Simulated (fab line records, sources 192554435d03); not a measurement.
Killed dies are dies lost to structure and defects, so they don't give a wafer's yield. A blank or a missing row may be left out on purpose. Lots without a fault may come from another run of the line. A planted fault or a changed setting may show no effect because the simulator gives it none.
A struck lot beside a sound one | flow n5_finfet | 36 steps out of a route of 1938
Sound: wafers L626.1, L626.3, L626.4. Struck: wafers L641.1, L641.4, L641.5. The cause comes at the end.
At each step with rows: each side's tool, then ch and its chambers, then its first start. Under that, the readings that differ: sound wafers | struck wafers | difference of the means | sigmas: that difference in standard deviations of wafers without a fault.
alike: readings whose means differ by less than 2 such deviations, and words and numbers that are the same on both sides. not compared: withheld readings, readings that some wafer has no value for, bounds like >300 that may hide the same value, and numbers for which the record gives no deviation and whose values overlap.
The two part at a step that has a row with sigmas, a row that says differs or no value, or rows on one side only. Numbers that don't overlap but have no deviation are shown without sigmas and don't part them. A reading that every wafer of one side lacks parts them only if that side has two wafers or more.

first, 9 steps without rows for these wafers: N5_WELL_APT_HMDS_18 (time 60 s); N5_WELL_APT_COAT_19 (resist thk 950 nm); N5_WELL_APT_EBR_21; N5_WELL_APT_SOFTBAKE_20 (time 60 s); N5_WELL_APT_EXPOSE_22 (exposes mask PWELL, defocus 0 nm, target cd 200 nm); N5_WELL_APT_PEB_23 (peb time 90 s); N5_WELL_APT_DEVELOP_24 (develop time 45 s); N5_WELL_APT_HARDBAKE_29 (time 120 s); N5_WELL_APT_DESCUM_30 (chemistry O2, time 7.9 s).
N5_WELL_APT_IMPLANT_31:
  sound on implanter-01 ch 0, day 3 09:34; struck on implanter-01 ch 0, day 7 04:07
  reading            | sound                            | struck                        | difference | sigmas
  dose_ions_cm2      | 1.4984e+13 1.4974e+13 1.4983e+13 | 6.514e+12 6.518e+12 6.517e+12 | -8.464e+12 | -99 or more
  faraday_current_uA | 186 185 185                      | 83 81 82                      | -103       | -26
then, 25 steps without rows for these wafers: N5_WELL_APT_IMPLANT_32; N5_WELL_APT_STRIP_33 (strips in SPM, time 900 s); N5_WELL_APT_RTA_34 (time 10 s); N5_WELL_APT_OXIDE_STRIP_42 (strips SiO2 in dHF, time 45 s, target depth 12 nm); N5_WELL_APT_PRECLEAN_36 (cleans in O3/DIW, time 45 s); N5_WELL_APT_PRECLEAN_39 (cleans in dHF, time 60 s); N5_WELL_APT_SRD_37 (time 30 s); N5_WELL_APT_EPI_41 (deposits Si from SiH4/H2, target thk 50 nm, time 297.7 s); N5_PMOS_HMC_CHANNEL_EPI_HM_DEP_34 (deposits SiO2 from TEOS/O2, target thk 36 nm, time 6.9 s); N5_PMOS_HMC_CHANNEL_EPI_COAT_31 (time 60 s, resist thk 66 nm); N5_PMOS_HMC_CHANNEL_EPI_COAT_03 (resist thk 205 nm); N5_PMOS_HMC_CHANNEL_EPI_EBR_05; N5_PMOS_HMC_CHANNEL_EPI_SOFTBAKE_04 (time 60 s); N5_PMOS_HMC_CHANNEL_EPI_EXPOSE_06 (exposes mask PMOS HMC BLK, target cd 240 nm); N5_PMOS_HMC_CHANNEL_EPI_PEB_07 (peb time 60 s); N5_PMOS_HMC_CHANNEL_EPI_DEVELOP_08 (develop time 30 s); N5_PMOS_HMC_CHANNEL_EPI_DESCUM_14 (chemistry O2, time 7.9 s); N5_PMOS_HMC_CHANNEL_EPI_ETCH_32 (etches BARC in N2/H2, stops on SiO2, target depth 85.8 nm, time 50.3 s); N5_PMOS_HMC_CHANNEL_EPI_HM_OPEN_15 (chemistry CHF3/O2, target SiO2, target depth 40.6 nm, time 20.3 s); N5_PMOS_HMC_CHANNEL_EPI_STRIP_33 (strips in N2/H2); N5_PMOS_HMC_CHANNEL_EPI_STRIP_17 (strips in SPM, time 750 s); N5_PMOS_HMC_CHANNEL_EPI_ETCH_38 (etches SiO2 in CF4, target depth 1.5 nm); N5_PMOS_HMC_CHANNEL_EPI_FIN_RECESS_16 (chemistry HBr/Cl2, target Si, target depth 54 nm, time 18 s); N5_PMOS_HMC_CHANNEL_EPI_PRECLEAN_36 (cleans in O3/DIW, time 45 s); N5_PMOS_HMC_CHANNEL_EPI_PRECLEAN_18 (cleans in DHF, time 30 s).
-- the record jumps here: 9 days lie between the struck wafers' starts before and after (it left off in module PMOS_HMC_CHANNEL_EPI and takes up again in module BEOL_M4, whose first step shown is number 1111 of the route) --
N5_BEOL_M4_RC_MEAS_101:
  sound on prober-01 ch 0, day 10 17:01; struck on prober-01 ch 0, day 15 22:19
  reading           | sound             | struck            | difference | sigmas
  IOFF_N (nA/um)    | 0.144 0.161 0.152 | 0.211 0.202 0.220 | +0.059     | +3
  IOFF_P (nA/um)    | 0.185 0.192 0.184 | 0.253 0.252 0.272 | +0.072     | +2
  ION_N (uA/um)     | 669 678 675       | 697 692 697       | +21        | +2
  RS_PWELL (ohm/sq) | 3038 3031 3008    | 4891 4881 4848    | +1848      | +84
  alike: DIBL_N, DIBL_P, ION_P, SS_N, SS_P, VT_N, VT_P

WHERE THEY PART
First at N5_WELL_APT_IMPLANT_31; last, within this record, at N5_BEOL_M4_RC_MEAS_101.

WHY: what the simulator had put in
Process parameter drift: implanter-01, from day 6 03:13 on, at N5_WELL_APT_IMPLANT_31. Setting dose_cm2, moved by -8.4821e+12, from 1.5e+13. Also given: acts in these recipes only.
